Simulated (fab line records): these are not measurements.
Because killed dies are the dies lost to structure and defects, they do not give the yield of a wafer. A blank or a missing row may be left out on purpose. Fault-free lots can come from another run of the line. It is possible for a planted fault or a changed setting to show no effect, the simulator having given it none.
Check of tool commonality    flow nand_harc    Sample size 10 lots and 30 wafers

WHY IT WAS OPENED
At NHARC_A_CHANNEL_HOLE_D1_CD_MEAS_30 the reading cd_nm is flagged on 1 of 10 lots. Fault-free wafers read 90.3 nm, with a standard deviation of 1.4.
Rule: a lot is flagged in two cases, either no wafer of it has a number, or all its wafers with numbers fall more than 4 standard deviations from that mean. As for the other lots, they are considered sound.

lot   measured      on         cd_nm (nm), wafer by wafer  flag
L806  day 9 06:00   cd_sem-01  88.6 92.9 88.9              
L811  day 11 03:15  cd_sem-02  89.5 92.5 91.6              
L812  day 11 22:55  cd_sem-02  88.0 90.3 92.2              
L816  day 13 07:25  cd_sem-01  90.4 89.8 89.1              
L817  day 13 15:32  cd_sem-03  91.1 92.8 88.7              
L821  day 15 09:13  cd_sem-03  89.7 91.4 89.9              
L822  day 15 21:44  cd_sem-02  90.3 91.2 91.9              
L823  day 16 11:14  cd_sem-01  0.0 1.5 1.5                 FLAGGED
L825  day 16 19:34  cd_sem-01  89.2 92.6 89.6              
L827  day 17 20:56  cd_sem-02  89.1 91.3 89.1              
On average the flagged lots' numbers are 1.0 nm, which is -89.3 nm against the usual, or -64 standard deviations.

EACH LOT AND THE TOOL IT RAN ON
Before the reading, the record contains 3 process steps out of a 1302-step route. Every cell lists first the tool, next ch and the chambers used by the sampled wafers, and last the start.
lot   flag     NHARC_A_CHANNEL_HOLE_D1_ETCH_34                NHARC_A_CHANNEL_HOLE_D1_ETCH_21   NHARC_A_CHANNEL_HOLE_D1_ETCH_25
L806           rie_diel-10 ch 2,3, day 9 00:55 or earlier     har_etch-01 ch 0,1, day 9 00:55   har_etch-01 ch 0,1, day 9 03:22
L811           rie_diel-03 ch 2,3, day 10 22:19 or earlier    har_etch-01 ch 0,1, day 10 22:19  har_etch-01 ch 0,1, day 11 00:55
L812           rie_diel-03 ch 0,2,3, day 11 17:49 or earlier  har_etch-01 ch 0,1, day 11 17:49  har_etch-01 ch 0,1, day 11 20:19
L816           rie_diel-07 ch 0,2,3, day 13 02:20 or earlier  har_etch-02 ch 1, day 13 02:20    har_etch-02 ch 1, day 13 04:47
L817           rie_diel-03 ch 1,2, day 13 10:31 or earlier    har_etch-02 ch 0,1, day 13 10:31  har_etch-02 ch 0,1, day 13 13:08
L821           rie_diel-03 ch 0,1,2, day 15 04:19 or earlier  har_etch-01 ch 0,1, day 15 04:19  har_etch-01 ch 0,1, day 15 07:01
L822           rie_diel-03 ch 1,3, day 15 16:41 or earlier    har_etch-02 ch 0,1, day 15 16:41  har_etch-02 ch 0,1, day 15 19:19
L823  FLAGGED  rie_diel-03 ch 1,2,3, day 16 06:16 or earlier  har_etch-02 ch 0,1, day 16 06:16  har_etch-02 ch 0,1, day 16 08:53
L825           rie_diel-10 ch 0,3, day 16 14:32 or earlier    har_etch-02 ch 0,1, day 16 14:32  har_etch-02 ch 0,1, day 16 17:05
L827           rie_diel-03 ch 1,3, day 17 15:52 or earlier    har_etch-02 ch 0,1, day 17 15:52  har_etch-02 ch 0,1, day 17 18:26
What the steps here do:
- NHARC_A_CHANNEL_HOLE_D1_ETCH_34: etches the open film in CF4/CHF3, target depth 154 nm, time 77 s.
- NHARC_A_CHANNEL_HOLE_D1_ETCH_21: etches the open film in C4F8/O2/Ar, time 514.3 s, target depth 1600 nm.
- NHARC_A_CHANNEL_HOLE_D1_ETCH_25: etches the open film in C4F8/O2/Ar, time 1040.2 s, target depth 1500 nm.
- NHARC_A_CHANNEL_HOLE_D1_CD_MEAS_30

FLAGGED OVER TOTAL, TOOL BY TOOL (the gauges that took the reading come last)
step                                tool         lots run  flagged  share of the flagged lots  sound lots run after its first flagged lot
NHARC_A_CHANNEL_HOLE_D1_ETCH_34     rie_diel-03  7         1        all                        1 (L827)
NHARC_A_CHANNEL_HOLE_D1_ETCH_34     rie_diel-07  1         0        none                       -
NHARC_A_CHANNEL_HOLE_D1_ETCH_34     rie_diel-10  2         0        none                       -
NHARC_A_CHANNEL_HOLE_D1_ETCH_21     har_etch-01  4         0        none                       -
NHARC_A_CHANNEL_HOLE_D1_ETCH_21     har_etch-02  6         1        all                        2 (L825,L827)
NHARC_A_CHANNEL_HOLE_D1_ETCH_25     har_etch-01  4         0        none                       -
NHARC_A_CHANNEL_HOLE_D1_ETCH_25     har_etch-02  6         1        all                        2 (L825,L827)
NHARC_A_CHANNEL_HOLE_D1_CD_MEAS_30  cd_sem-01    4         1        all                        1 (L825)
NHARC_A_CHANNEL_HOLE_D1_CD_MEAS_30  cd_sem-02    4         0        none                       -
NHARC_A_CHANNEL_HOLE_D1_CD_MEAS_30  cd_sem-03    2         0        none                       -
NHARC_A_CHANNEL_HOLE_D1_ETCH_34: start missing for some lots; hours and lot order therefore follow NHARC_A_CHANNEL_HOLE_D1_ETCH_21.

WHAT THE TABLE PERMITS
4 rows of the table ran every flagged lot: rie_diel-03 at NHARC_A_CHANNEL_HOLE_D1_ETCH_34, har_etch-02 at NHARC_A_CHANNEL_HOLE_D1_ETCH_21, har_etch-02 at NHARC_A_CHANNEL_HOLE_D1_ETCH_25, cd_sem-01 at NHARC_A_CHANNEL_HOLE_D1_CD_MEAS_30.
- rie_diel-03 at NHARC_A_CHANNEL_HOLE_D1_ETCH_34 ran 7 lots, 1 of them flagged. Sound lots ran on it after the first flagged one (L827), which a lasting fault on the whole tool wouldn't allow.
- har_etch-02 at NHARC_A_CHANNEL_HOLE_D1_ETCH_21 ran 6 lots, 1 of them flagged. Sound lots ran on it after the first flagged one (L825, L827), which a lasting fault on the whole tool wouldn't allow. On the flagged lots its readings are blank where sound lots have values: c4f8_flow_sccm, chamber_pressure_mTorr, drypump_motor_current_A, mfc_ar_sccm and 2 more.
- har_etch-02 at NHARC_A_CHANNEL_HOLE_D1_ETCH_25 ran 6 lots, 1 of them flagged. Sound lots ran on it after the first flagged one (L825, L827), which a lasting fault on the whole tool wouldn't allow.
- cd_sem-01 at NHARC_A_CHANNEL_HOLE_D1_CD_MEAS_30 ran 4 lots, 1 of them flagged. Sound lots ran on it after the first flagged one (L825), which a lasting fault on the whole tool wouldn't allow.
None of the table's rows ran every flagged lot and, after the first, no sound lot.

WHAT THE SIMULATOR HAD INSERTED
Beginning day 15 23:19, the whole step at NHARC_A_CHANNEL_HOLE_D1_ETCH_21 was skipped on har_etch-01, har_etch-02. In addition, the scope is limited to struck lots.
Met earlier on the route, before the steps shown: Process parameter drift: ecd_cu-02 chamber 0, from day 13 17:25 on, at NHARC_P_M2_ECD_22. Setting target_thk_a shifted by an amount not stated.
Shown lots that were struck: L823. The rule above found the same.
